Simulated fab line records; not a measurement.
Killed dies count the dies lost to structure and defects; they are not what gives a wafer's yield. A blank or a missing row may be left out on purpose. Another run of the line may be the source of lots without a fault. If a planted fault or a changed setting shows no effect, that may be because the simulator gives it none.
fab line records || flow n5Finfet || part 2 of 2: steps 7 to 7 of 7
record: {"lots": 8, "wafers": 24, "lastDay": 20}
route steps=1938 shown BEOL_M4@1111 BEOL_M11@1572 PASSIVATION@1936
lots untouched by any fault: they come from a run of this same line in which no faults occurred
startH: start of the lot's first displayed wafer, in hours after the record's first day || waitH: time in hours since the lot's previous step || " identical to the entry in the row above || L1.1+2: several wafers, shown together as one row || - either no value or no given start || * or withheld: withheld || < > ~ a bound
route shown NAME@n: names a module that has steps shown in the file, with the first one's number in the route || usual: mean and standard deviation over wafers with no fault || same: alike in all rows || chamber/n: place in a boat || sites: readings site by site || _std_site: standard deviation across them || _edge_site: inner sites' mean taken away from outer sites' mean || radiusMm: how far each site lies from the wafer's centre || mask NAME#n: copy n || behind: the most recent tool/chamber to have shaped the wafer || hold: what put the lot on hold/how long, in hours/how the hold closed || device: the transistor (n, p or np) that didn't switch || end of line: the same wafers' tests at the end of the route || where a step has no rows: the recipe by itself || killed: dies lost to structure and defects at the first sort, not the wafer's yield || map: shows each die of a wafer: x if killed, . if not, _ if none is there
set.NAME: the setting that was run; set.NAME@STEP: the one run at that earlier step || model.NAME: the simulator's own value behind a step, which no gauge read
one table for each step of the route and one row for each wafer, over a sample of lots
services: from which hour (startH, from the record's first day; less than 0 if before it) a tool's chamber was out of use, for how many hours, and why
== steps ==
step: N5_PASSIVATION_PROBE_49
usual: {"defectLimitedYield": "91.1/1.4", "killed_at_M0_to_M3": "34/10", "killed_at_M4_up": "14/5.5", "killedAtContacts": "12/5.1", "killedAtFrontEnd": "41/12", "killedAtOther": "4/3.1", "killedDies": "105/17", "killedOnRim": "13/3.7", "killedOpen": "70/13", "killedShort": "33/7.6", "sort_bin_5_function": "5.3/0.98", "sort_bin_6_memory": "3.3/0.67", "sort_bin_8_speed": "0.00/0.007", "sortNPass": "1075/17", "sortYieldPct": "91.1/1.4"}
same: {"grossDies": 1180, "killedAtBackSide": 0, "sort_bin_4_leakage[%]": 0}
{"lot.wafer": "L594.2", "tool": "prober-01", "chamber": "-", "startH": 326.13, "waitH": 0.1, "defectLimitedYield[%]": 90.9, "killed_at_M0_to_M3": 27, "killed_at_M4_up": 21, "killedAtContacts": 12, "killedAtFrontEnd": 43, "killedAtOther": 4, "killedDies": 107, "killedOnRim": 17, "killedOpen": 67, "killedShort": 37, "sort_bin_5_function[%]": 5.5, "sort_bin_6_memory[%]": 3.2, "sort_bin_8_speed[%]": 0, "sortNPass": 1073, "sortYieldPct[%]": 90.9}
{"lot.wafer": "L594.3", "tool": "prober-01", "chamber": "-", "startH": 326.18, "waitH": 0.1, "defectLimitedYield[%]": 92.5, "killed_at_M0_to_M3": 28, "killed_at_M4_up": 20, "killedAtContacts": 9, "killedAtFrontEnd": 29, "killedAtOther": 2, "killedDies": 88, "killedOnRim": 14, "killedOpen": 61, "killedShort": 27, "sort_bin_5_function[%]": 4.0, "sort_bin_6_memory[%]": 3.1, "sort_bin_8_speed[%]": 0, "sortNPass": 1092, "sortYieldPct[%]": 92.5}
{"lot.wafer": "L594.5", "tool": "prober-01", "chamber": "-", "startH": 326.28, "waitH": 0.2, "defectLimitedYield[%]": 94.4, "killed_at_M0_to_M3": 20, "killed_at_M4_up": 14, "killedAtContacts": 6, "killedAtFrontEnd": 26, "killedAtOther": 0, "killedDies": 66, "killedOnRim": 8, "killedOpen": 43, "killedShort": 20, "sort_bin_5_function[%]": 3.8, "sort_bin_6_memory[%]": 1.7, "sort_bin_8_speed[%]": 0, "sortNPass": 1114, "sortYieldPct[%]": 94.4}
{"lot.wafer": "L598.1", "tool": "prober-01", "chamber": "-", "startH": 348.89, "waitH": 0.0, "defectLimitedYield[%]": 90.3, "killed_at_M0_to_M3": 22, "killed_at_M4_up": 18, "killedAtContacts": 16, "killedAtFrontEnd": 55, "killedAtOther": 4, "killedDies": 115, "killedOnRim": 14, "killedOpen": 87, "killedShort": 28, "sort_bin_5_function[%]": 5.9, "sort_bin_6_memory[%]": 3.5, "sort_bin_8_speed[%]": 0, "sortNPass": 1065, "sortYieldPct[%]": 90.3}
{"lot.wafer": "L598.5", "tool": "prober-01", "chamber": "-", "startH": 349.09, "waitH": 0.2, "defectLimitedYield[%]": 91.9, "killed_at_M0_to_M3": 25, "killed_at_M4_up": 11, "killedAtContacts": 15, "killedAtFrontEnd": 43, "killedAtOther": 2, "killedDies": 96, "killedOnRim": 13, "killedOpen": 76, "killedShort": 19, "sort_bin_5_function[%]": 4.7, "sort_bin_6_memory[%]": 3.3, "sort_bin_8_speed[%]": 0, "sortNPass": 1084, "sortYieldPct[%]": 91.9}
{"lot.wafer": "L598.6", "tool": "prober-01", "chamber": "-", "startH": 349.14, "waitH": 0.3, "defectLimitedYield[%]": 91.1, "killed_at_M0_to_M3": 25, "killed_at_M4_up": 13, "killedAtContacts": 20, "killedAtFrontEnd": 46, "killedAtOther": 1, "killedDies": 105, "killedOnRim": 11, "killedOpen": 69, "killedShort": 35, "sort_bin_5_function[%]": 5.2, "sort_bin_6_memory[%]": 3.5, "sort_bin_8_speed[%]": 0, "sortNPass": 1075, "sortYieldPct[%]": 91.1}
{"lot.wafer": "L599.4", "tool": "prober-01", "chamber": "-", "startH": 353.10, "waitH": 0.2, "defectLimitedYield[%]": 90.4, "killed_at_M0_to_M3": 28, "killed_at_M4_up": 32, "killedAtContacts": 11, "killedAtFrontEnd": 41, "killedAtOther": 1, "killedDies": 113, "killedOnRim": 16, "killedOpen": 82, "killedShort": 31, "sort_bin_5_function[%]": 5.8, "sort_bin_6_memory[%]": 3.5, "sort_bin_8_speed[%]": 0, "sortNPass": 1067, "sortYieldPct[%]": 90.4}
{"lot.wafer": "L599.5", "tool": "prober-01", "chamber": "-", "startH": 353.15, "waitH": 0.2, "defectLimitedYield[%]": 90.8, "killed_at_M0_to_M3": 28, "killed_at_M4_up": 17, "killedAtContacts": 11, "killedAtFrontEnd": 46, "killedAtOther": 6, "killedDies": 108, "killedOnRim": 13, "killedOpen": 76, "killedShort": 32, "sort_bin_5_function[%]": 5.4, "sort_bin_6_memory[%]": 3.6, "sort_bin_8_speed[%]": 0, "sortNPass": 1072, "sortYieldPct[%]": 90.8}
{"lot.wafer": "L599.6", "tool": "prober-01", "chamber": "-", "startH": 353.20, "waitH": 0.3, "defectLimitedYield[%]": 90.3, "killed_at_M0_to_M3": 29, "killed_at_M4_up": 22, "killedAtContacts": 13, "killedAtFrontEnd": 48, "killedAtOther": 2, "killedDies": 114, "killedOnRim": 20, "killedOpen": 84, "killedShort": 30, "sort_bin_5_function[%]": 6.4, "sort_bin_6_memory[%]": 3.1, "sort_bin_8_speed[%]": 0, "sortNPass": 1066, "sortYieldPct[%]": 90.3}
{"lot.wafer": "L604.2", "tool": "prober-01", "chamber": "-", "startH": 382.81, "waitH": 0.1, "defectLimitedYield[%]": 91.9, "killed_at_M0_to_M3": 42, "killed_at_M4_up": 7, "killedAtContacts": 18, "killedAtFrontEnd": 25, "killedAtOther": 3, "killedDies": 95, "killedOnRim": 15, "killedOpen": 65, "killedShort": 29, "sort_bin_5_function[%]": 4.0, "sort_bin_6_memory[%]": 3.8, "sort_bin_8_speed[%]": 0.08, "sortNPass": 1084, "sortYieldPct[%]": 91.9}
{"lot.wafer": "L604.4", "tool": "prober-01", "chamber": "-", "startH": 382.91, "waitH": 0.2, "defectLimitedYield[%]": 93.8, "killed_at_M0_to_M3": 30, "killed_at_M4_up": 4, "killedAtContacts": 9, "killedAtFrontEnd": 26, "killedAtOther": 4, "killedDies": 73, "killedOnRim": 12, "killedOpen": 49, "killedShort": 23, "sort_bin_5_function[%]": 4.0, "sort_bin_6_memory[%]": 1.9, "sort_bin_8_speed[%]": 0, "sortNPass": 1107, "sortYieldPct[%]": 93.8}
{"lot.wafer": "L604.6", "tool": "prober-01", "chamber": "-", "startH": 383.01, "waitH": 0.3, "defectLimitedYield[%]": 92.6, "killed_at_M0_to_M3": 46, "killed_at_M4_up": 9, "killedAtContacts": 11, "killedAtFrontEnd": 20, "killedAtOther": 1, "killedDies": 87, "killedOnRim": 10, "killedOpen": 61, "killedShort": 26, "sort_bin_5_function[%]": 4.9, "sort_bin_6_memory[%]": 2.3, "sort_bin_8_speed[%]": 0, "sortNPass": 1093, "sortYieldPct[%]": 92.6}
{"lot.wafer": "L607.1", "tool": "prober-02", "chamber": "-", "startH": 392.69, "waitH": 0.0, "defectLimitedYield[%]": 0, "killed_at_M0_to_M3": 45, "killed_at_M4_up": 1080, "killedAtContacts": 10, "killedAtFrontEnd": 44, "killedAtOther": 1, "killedDies": 1180, "killedOnRim": 152, "killedOpen": 74, "killedShort": 30, "sort_bin_5_function[%]": 96.4, "sort_bin_6_memory[%]": 3.2, "sort_bin_8_speed[%]": 0, "sortNPass": 0, "sortYieldPct[%]": 0}
{"lot.wafer": "L607.3", "tool": "prober-02", "chamber": "-", "startH": 392.79, "waitH": 0.1, "defectLimitedYield[%]": 0, "killed_at_M0_to_M3": 19, "killed_at_M4_up": 1105, "killedAtContacts": 11, "killedAtFrontEnd": 45, "killedAtOther": 0, "killedDies": 1180, "killedOnRim": 152, "killedOpen": 61, "killedShort": 32, "sort_bin_5_function[%]": 96.9, "sort_bin_6_memory[%]": 2.9, "sort_bin_8_speed[%]": 0, "sortNPass": 0, "sortYieldPct[%]": 0}
{"lot.wafer": "L607.4", "tool": "prober-02", "chamber": "-", "startH": 392.84, "waitH": 0.2, "defectLimitedYield[%]": 0, "killed_at_M0_to_M3": 31, "killed_at_M4_up": 1090, "killedAtContacts": 21, "killedAtFrontEnd": 37, "killedAtOther": 1, "killedDies": 1180, "killedOnRim": 152, "killedOpen": 72, "killedShort": 28, "sort_bin_5_function[%]": 96.0, "sort_bin_6_memory[%]": 3.6, "sort_bin_8_speed[%]": 0, "sortNPass": 0, "sortYieldPct[%]": 0}
{"lot.wafer": "L605.3", "tool": "prober-01", "chamber": "-", "startH": 394.23, "waitH": 0.1, "defectLimitedYield[%]": 0, "killed_at_M0_to_M3": 14, "killed_at_M4_up": 1102, "killedAtContacts": 24, "killedAtFrontEnd": 39, "killedAtOther": 1, "killedDies": 1180, "killedOnRim": 152, "killedOpen": 48, "killedShort": 40, "sort_bin_5_function[%]": 96.6, "sort_bin_6_memory[%]": 3.1, "sort_bin_8_speed[%]": 0, "sortNPass": 0, "sortYieldPct[%]": 0}
{"lot.wafer": "L605.4", "tool": "prober-01", "chamber": "-", "startH": 394.28, "waitH": 0.2, "defectLimitedYield[%]": 0, "killed_at_M0_to_M3": 19, "killed_at_M4_up": 1111, "killedAtContacts": 7, "killedAtFrontEnd": 37, "killedAtOther": 6, "killedDies": 1180, "killedOnRim": 152, "killedOpen": 44, "killedShort": 34, "sort_bin_5_function[%]": 97.2, "sort_bin_6_memory[%]": 2.5, "sort_bin_8_speed[%]": 0, "sortNPass": 0, "sortYieldPct[%]": 0}
{"lot.wafer": "L605.6", "tool": "prober-01", "chamber": "-", "startH": 394.38, "waitH": 0.3, "defectLimitedYield[%]": 0, "killed_at_M0_to_M3": 35, "killed_at_M4_up": 1091, "killedAtContacts": 12, "killedAtFrontEnd": 35, "killedAtOther": 7, "killedDies": 1180, "killedOnRim": 152, "killedOpen": 63, "killedShort": 35, "sort_bin_5_function[%]": 97.1, "sort_bin_6_memory[%]": 2.7, "sort_bin_8_speed[%]": 0, "sortNPass": 0, "sortYieldPct[%]": 0}
{"lot.wafer": "L614.2", "tool": "prober-01", "chamber": "-", "startH": 420.31, "waitH": 0.1, "defectLimitedYield[%]": 90.5, "killed_at_M0_to_M3": 43, "killed_at_M4_up": 11, "killedAtContacts": 7, "killedAtFrontEnd": 46, "killedAtOther": 5, "killedDies": 112, "killedOnRim": 10, "killedOpen": 71, "killedShort": 39, "sort_bin_5_function[%]": 6.1, "sort_bin_6_memory[%]": 3.3, "sort_bin_8_speed[%]": 0, "sortNPass": 1068, "sortYieldPct[%]": 90.5}
{"lot.wafer": "L614.4", "tool": "prober-01", "chamber": "-", "startH": 420.41, "waitH": 0.2, "defectLimitedYield[%]": 90.0, "killed_at_M0_to_M3": 40, "killed_at_M4_up": 22, "killedAtContacts": 9, "killedAtFrontEnd": 44, "killedAtOther": 3, "killedDies": 118, "killedOnRim": 10, "killedOpen": 79, "killedShort": 38, "sort_bin_5_function[%]": 6.1, "sort_bin_6_memory[%]": 3.5, "sort_bin_8_speed[%]": 0, "sortNPass": 1062, "sortYieldPct[%]": 90.0}
{"lot.wafer": "L614.6", "tool": "prober-01", "chamber": "-", "startH": 420.51, "waitH": 0.3, "defectLimitedYield[%]": 88.8, "killed_at_M0_to_M3": 69, "killed_at_M4_up": 13, "killedAtContacts": 4, "killedAtFrontEnd": 42, "killedAtOther": 4, "killedDies": 132, "killedOnRim": 11, "killedOpen": 74, "killedShort": 56, "sort_bin_5_function[%]": 7.4, "sort_bin_6_memory[%]": 3.2, "sort_bin_8_speed[%]": 0, "sortNPass": 1048, "sortYieldPct[%]": 88.8}
{"lot.wafer": "L615.1", "tool": "prober-01", "chamber": "-", "startH": 476.58, "waitH": 0.0, "defectLimitedYield[%]": 90.7, "killed_at_M0_to_M3": 47, "killed_at_M4_up": 17, "killedAtContacts": 11, "killedAtFrontEnd": 35, "killedAtOther": 0, "killedDies": 110, "killedOnRim": 12, "killedOpen": 70, "killedShort": 39, "sort_bin_5_function[%]": 5.3, "sort_bin_6_memory[%]": 3.6, "sort_bin_8_speed[%]": 0, "sortNPass": 1070, "sortYieldPct[%]": 90.7}
{"lot.wafer": "L615.2", "tool": "prober-01", "chamber": "-", "startH": 476.63, "waitH": 0.1, "defectLimitedYield[%]": 89.7, "killed_at_M0_to_M3": 45, "killed_at_M4_up": 18, "killedAtContacts": 12, "killedAtFrontEnd": 45, "killedAtOther": 1, "killedDies": 121, "killedOnRim": 13, "killedOpen": 81, "killedShort": 40, "sort_bin_5_function[%]": 5.5, "sort_bin_6_memory[%]": 4.6, "sort_bin_8_speed[%]": 0, "sortNPass": 1059, "sortYieldPct[%]": 89.7}
{"lot.wafer": "L615.6", "tool": "prober-01", "chamber": "-", "startH": 476.83, "waitH": 0.3, "defectLimitedYield[%]": 91.5, "killed_at_M0_to_M3": 34, "killed_at_M4_up": 17, "killedAtContacts": 11, "killedAtFrontEnd": 38, "killedAtOther": 0, "killedDies": 100, "killedOnRim": 10, "killedOpen": 64, "killedShort": 36, "sort_bin_5_function[%]": 4.9, "sort_bin_6_memory[%]": 3.4, "sort_bin_8_speed[%]": 0, "sortNPass": 1080, "sortYieldPct[%]": 91.5}
killed by level:class
L594.2 FIN_SAQP:geometricParticle:open=15 MOL_CONTACT_COAG:geometricParticle:open=9 FIN_SAQP:geometricParticle:short=8 BEOL_M0_SAQP:geometricParticle:short=6 BEOL_M0_SAQP:geometricParticle:open=5 BEOL_M4:geometricParticle:open=5 BEOL_M2:geometricParticle:open=4 STARTING-WAFER:geometricParticle:short=4
L594.3 BEOL_M0_SAQP:geometricParticle:open=12 FIN_SAQP:geometricParticle:open=8 STI_FIN_REVEAL:geometricParticle:open=8 BEOL_M4:geometricParticle:open=8 FIN_SAQP:geometricParticle:short=6 BEOL_M2:geometricParticle:open=6 MOL_CONTACT_COAG:geometricParticle:open=5 BEOL_M0_SAQP:geometricParticle:short=5
L594.5 BEOL_M3:geometricParticle:open=6 SPACER0:geometricParticle:open=5 MOL_CONTACT_COAG:geometricParticle:open=5 BEOL_M0_SAQP:geometricParticle:open=5 BEOL_M4:geometricParticle:open=4 FIN_SAQP:geometricParticle:open=3 SPACER0:geometricParticle:short=3 ILD0:geometricParticle:open=3
L598.1 STI_FIN_REVEAL:geometricParticle:open=26 MOL_CONTACT_COAG:geometricParticle:open=12 BEOL_M4:geometricParticle:open=8 DUMMY_GATE:geometricParticle:open=7 STI_FIN_REVEAL:geometricParticle:short=5 BEOL_M0:geometricParticle:open=5 BEOL_M2:geometricParticle:open=5 MOL_CONTACT_COAG:geometricParticle:short=4
L598.5 STI_FIN_REVEAL:geometricParticle:open=23 MOL_CONTACT_COAG:geometricParticle:open=12 BEOL_M0:geometricParticle:open=8 FIN_SAQP:geometricParticle:open=6 FIN_SAQP:geometricParticle:short=4 BEOL_M6:geometricParticle:open=4 BEOL_M1:geometricParticle:open=4 BEOL_M2:geometricParticle:open=4
L598.6 MOL_CONTACT_COAG:geometricParticle:open=18 STI_FIN_REVEAL:geometricParticle:open=10 FIN_SAQP:geometricParticle:open=7 BEOL_M0:geometricParticle:open=7 BEOL_M3:geometricParticle:open=7 FIN_SAQP:geometricParticle:short=6 STI_FIN_REVEAL:geometricParticle:short=6 GATE_CUT:geometricParticle:short=5
L599.4 STI_FIN_REVEAL:geometricParticle:open=18 BEOL_M4:geometricParticle:open=18 BEOL_M2:geometricParticle:open=11 MOL_CONTACT_COAG:geometricParticle:open=9 BEOL_M4:geometricParticle:short=7 BEOL_M3:geometricParticle:open=6 STI_FIN_REVEAL:geometricParticle:short=4 GATE_CUT:geometricParticle:open=4
L599.5 FIN_SAQP:geometricParticle:open=10 STI_FIN_REVEAL:geometricParticle:open=10 MOL_CONTACT_COAG:geometricParticle:open=10 BEOL_M4:geometricParticle:open=10 DUMMY_GATE:geometricParticle:open=7 FIN_SAQP:geometricParticle:short=6 BEOL_M0_SAQP:geometricParticle:short=5 BEOL_M1:geometricParticle:open=5
L599.6 STI_FIN_REVEAL:geometricParticle:open=15 BEOL_M4:geometricParticle:open=10 MOL_CONTACT_COAG:geometricParticle:open=10 BEOL_M2:geometricParticle:open=9 FIN_SAQP:geometricParticle:open=6 FIN_SAQP:geometricParticle:short=5 BEOL_M0_SAQP:geometricParticle:open=5 BEOL_M1:geometricParticle:open=5
L604.2 BEOL_M2:geometricParticle:open=14 MOL_CONTACT_COAG:geometricParticle:open=13 FIN_SAQP:geometricParticle:open=9 BEOL_M3:geometricParticle:open=9 BEOL_M0_SAQP:geometricParticle:short=6 FIN_SAQP:geometricParticle:short=5 MOL_CONTACT_COAG:geometricParticle:short=5 BEOL_M2:geometricParticle:short=5
L604.4 BEOL_M2:geometricParticle:open=9 MOL_CONTACT_COAG:geometricParticle:open=7 FIN_SAQP:geometricParticle:open=6 BEOL_M3:geometricParticle:open=6 FIN_SAQP:geometricParticle:short=4 DUMMY_GATE:geometricParticle:open=4 BEOL_M2:geometricParticle:short=3 STARTING-WAFER:geometricParticle:short=3
L604.6 BEOL_M2:geometricParticle:open=19 MOL_CONTACT_COAG:geometricParticle:open=9 BEOL_M0_SAQP:geometricParticle:short=9 FIN_SAQP:geometricParticle:open=8 BEOL_M3:geometricParticle:open=6 BEOL_M0_SAQP:geometricParticle:open=5 BEOL_M5:geometricParticle:open=4 GATE_CUT:geometricParticle:short=3
L607.1 BEOL_M11:areaEtch=1074 STI_FIN_REVEAL:geometricParticle:open=13 BEOL_M0_SAQP:geometricParticle:open=11 MOL_CONTACT_COAG:geometricParticle:open=9 BEOL_M2:geometricParticle:open=9 BEOL_M0_SAQP:geometricParticle:short=8 DUMMY_GATE:geometricParticle:open=6 FIN_SAQP:geometricParticle:open=5
L607.3 BEOL_M11:areaEtch=1085 STI_FIN_REVEAL:geometricParticle:open=10 MOL_CONTACT_COAG:geometricParticle:open=10 FIN_SAQP:geometricParticle:short=7 STI_FIN_REVEAL:geometricParticle:short=6 BEOL_M0_SAQP:geometricParticle:short=6 BEOL_M1:geometricParticle:open=6 BEOL_M4:geometricParticle:open=6
L607.4 BEOL_M11:areaEtch=1079 MOL_CONTACT_COAG:geometricParticle:open=18 STI_FIN_REVEAL:geometricParticle:open=15 FIN_SAQP:geometricParticle:open=7 BEOL_M3:geometricParticle:open=6 BEOL_M0_SAQP:geometricParticle:open=5 BEOL_M2:geometricParticle:open=5 STI_FIN_REVEAL:geometricParticle:short=4
L605.3 BEOL_M11:areaEtch=1092 MOL_CONTACT_COAG:geometricParticle:open=18 FIN_SAQP:geometricParticle:short=8 GATE_CUT:geometricParticle:short=7 FIN_SAQP:geometricParticle:open=6 MOL_CONTACT_COAG:geometricParticle:short=6 STI_FIN_REVEAL:geometricParticle:short=4 STI_FIN_REVEAL:geometricParticle:open=4
L605.4 BEOL_M11:areaEtch=1102 FIN_SAQP:geometricParticle:short=10 BEOL_M0_SAQP:geometricParticle:short=9 MOL_CONTACT_COAG:geometricParticle:open=7 FIN_SAQP:geometricParticle:open=6 STI_FIN_REVEAL:geometricParticle:open=4 GATE_CUT:geometricParticle:short=4 GATE_CUT:geometricParticle:open=4
L605.6 BEOL_M11:areaEtch=1082 BEOL_M2:geometricParticle:open=12 FIN_SAQP:geometricParticle:open=11 MOL_CONTACT_COAG:geometricParticle:open=9 STI_FIN_REVEAL:geometricParticle:open=6 BEOL_M0_SAQP:geometricParticle:short=6 FIN_SAQP:geometricParticle:short=5 STI_FIN_REVEAL:geometricParticle:short=5
L614.2 BEOL_M3:geometricParticle:open=12 BEOL_M0_SAQP:geometricParticle:open=11 BEOL_M1:geometricParticle:open=10 FIN_SAQP:geometricParticle:open=9 FIN_SAQP:geometricParticle:short=8 BEOL_M0_SAQP:geometricParticle:short=7 DUMMY_GATE:geometricParticle:open=6 GATE_CUT:geometricParticle:short=5
L614.4 BEOL_M4:geometricParticle:open=11 DUMMY_GATE:geometricParticle:open=10 BEOL_M3:geometricParticle:open=10 MOL_CONTACT_COAG:geometricParticle:open=7 BEOL_M0_SAQP:geometricParticle:open=7 BEOL_M0_SAQP:geometricParticle:short=7 BEOL_M1:geometricParticle:open=7 FIN_SAQP:geometricParticle:open=6
L614.6 BEOL_M0_SAQP:geometricParticle:short=22 FIN_SAQP:geometricParticle:short=14 BEOL_M0_SAQP:geometricParticle:open=14 BEOL_M3:geometricParticle:open=8 BEOL_M2:geometricParticle:open=7 FIN_SAQP:geometricParticle:open=6 BEOL_M1:geometricParticle:open=6 STI_FIN_REVEAL:geometricParticle:open=5
L615.1 BEOL_M0_SAQP:geometricParticle:open=16 MOL_CONTACT_COAG:geometricParticle:open=10 STI_FIN_REVEAL:geometricParticle:open=9 BEOL_M0_SAQP:geometricParticle:short=8 BEOL_M3:geometricParticle:open=8 BEOL_M4:geometricParticle:open=8 FIN_SAQP:geometricParticle:short=5 BEOL_M2:geometricParticle:short=5
L615.2 FIN_SAQP:geometricParticle:open=14 FIN_SAQP:geometricParticle:short=10 BEOL_M1:geometricParticle:open=10 MOL_CONTACT_COAG:geometricParticle:open=9 BEOL_M2:geometricParticle:open=8 BEOL_M4:geometricParticle:open=7 BEOL_M0_SAQP:geometricParticle:open=7 ILD0:geometricParticle:short=5
L615.6 BEOL_M2:geometricParticle:open=13 MOL_CONTACT_COAG:geometricParticle:open=8 FIN_SAQP:geometricParticle:short=7 DUMMY_GATE:geometricParticle:open=7 FIN_SAQP:geometricParticle:open=5 BEOL_M0_SAQP:geometricParticle:short=5 BEOL_M3:geometricParticle:open=5 BEOL_M4:geometricParticle:open=5
== services ==
{"tool": "rieDiel-04", "chamber": 2, "startH": 277.44, "hours": 9.6, "kind": "repair"}
{"tool": "rieDiel-04", "chamber": 1, "startH": 286.58, "hours": 5.8, "kind": "repair"}
{"tool": "rieDiel-04", "chamber": 2, "startH": 292.62, "hours": "-", "kind": "clean"}
{"tool": "rieDiel-04", "chamber": 2, "startH": 292.62, "hours": "-", "kind": "consumableReplace:focusRing"}
{"tool": "rieDiel-04", "chamber": 2, "startH": 292.62, "hours": 17.2, "kind": "scheduledDown"}
{"tool": "rieDiel-04", "chamber": 2, "startH": 292.62, "hours": 17.2, "kind": "ventCycle"}
{"tool": "rieDiel-01", "chamber": "-", "startH": 296.25, "hours": 0.3, "kind": "repair"}
{"tool": "rieDiel-01", "chamber": 1, "startH": 325.84, "hours": 14.7, "kind": "repair"}
{"tool": "rieDiel-02", "chamber": "-", "startH": 327.81, "hours": 14.6, "kind": "pm"}
{"tool": "rieDiel-02", "chamber": 1, "startH": 346.98, "hours": 4.0, "kind": "repair"}
{"tool": "rieDiel-01", "chamber": 3, "startH": 351.08, "hours": 6.8, "kind": "repair"}
{"tool": "rieDiel-01", "chamber": 2, "startH": 353.35, "hours": 6.6, "kind": "repair"}
{"tool": "rieDiel-02", "chamber": "-", "startH": 362.43, "hours": 1.3, "kind": "repair"}
{"tool": "rieDiel-02", "chamber": 1, "startH": 376.80, "hours": 10.3, "kind": "repair"}
{"tool": "rieDiel-01", "chamber": 3, "startH": 380.41, "hours": "-", "kind": "clean"}
{"tool": "rieDiel-01", "chamber": 3, "startH": 380.41, "hours": "-", "kind": "consumableReplace:focusRing"}
{"tool": "rieDiel-01", "chamber": 3, "startH": 380.41, "hours": 15.8, "kind": "scheduledDown"}
{"tool": "rieDiel-01", "chamber": 3, "startH": 380.41, "hours": 15.8, "kind": "ventCycle"}
{"tool": "rieDiel-04", "chamber": "-", "startH": 384.72, "hours": 0.3, "kind": "repair"}
{"tool": "rieDiel-01", "chamber": 0, "startH": 396.61, "hours": "-", "kind": "clean"}
{"tool": "rieDiel-01", "chamber": 0, "startH": 396.61, "hours": "-", "kind": "consumableReplace:focusRing"}
{"tool": "rieDiel-01", "chamber": 0, "startH": 396.61, "hours": 16.3, "kind": "scheduledDown"}
{"tool": "rieDiel-01", "chamber": 0, "startH": 396.61, "hours": 16.3, "kind": "ventCycle"}
{"tool": "rieDiel-04", "chamber": 0, "startH": 422.95, "hours": 14.3, "kind": "repair"}
== key ==
firstSign: {"step": "N5_BEOL_M11_TRENCH_ETCH_37", "reading": "toolRecord", "direction": "missing"}
effect: {"step": "N5_BEOL_M11_OCD_MEAS_38", "reading": "trenchDepthNm", "direction": "down", "sigmas": 75, "usual": 148.6, "struck": 0.1}
effect: {"step": "N5_PASSIVATION_PROBE_49", "reading": "killed_at_M4_up", "direction": "up", "sigmas": "99+", "usual": 14, "struck": 1096}
moreKillsBornAt: {"N5_BEOL_M11_TRENCH_ETCH_37@rieDiel-01": 3276, "N5_BEOL_M11_TRENCH_ETCH_37@rieDiel-04": 3238}
metAt N5_BEOL_M11_TRENCH_ETCH_37
struckLots L605,L607
laterRowsLeftOut L605.3,L605.4,L605.6,L607.1,L607.3,L607.4
notActingAt N5_BEOL_M11_ETCH_65,N5_BEOL_M11_VIA_ETCH_34,N5_BEOL_M11_STRIP_77
onsetBetween 333.84 344.41
fault: {"kind": "skippedStepWhole", "tool": "rieDiel-01,rieDiel-04", "chamber": "-", "onsetH": 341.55, "steps": "N5_BEOL_M11_TRENCH_ETCH_37", "scope": "struckLotsOnly"}
laterRowsLeftOut: the simulator's readings of these wafers behind a module that went badly wrong aren't trusted and aren't shown, but for the sort
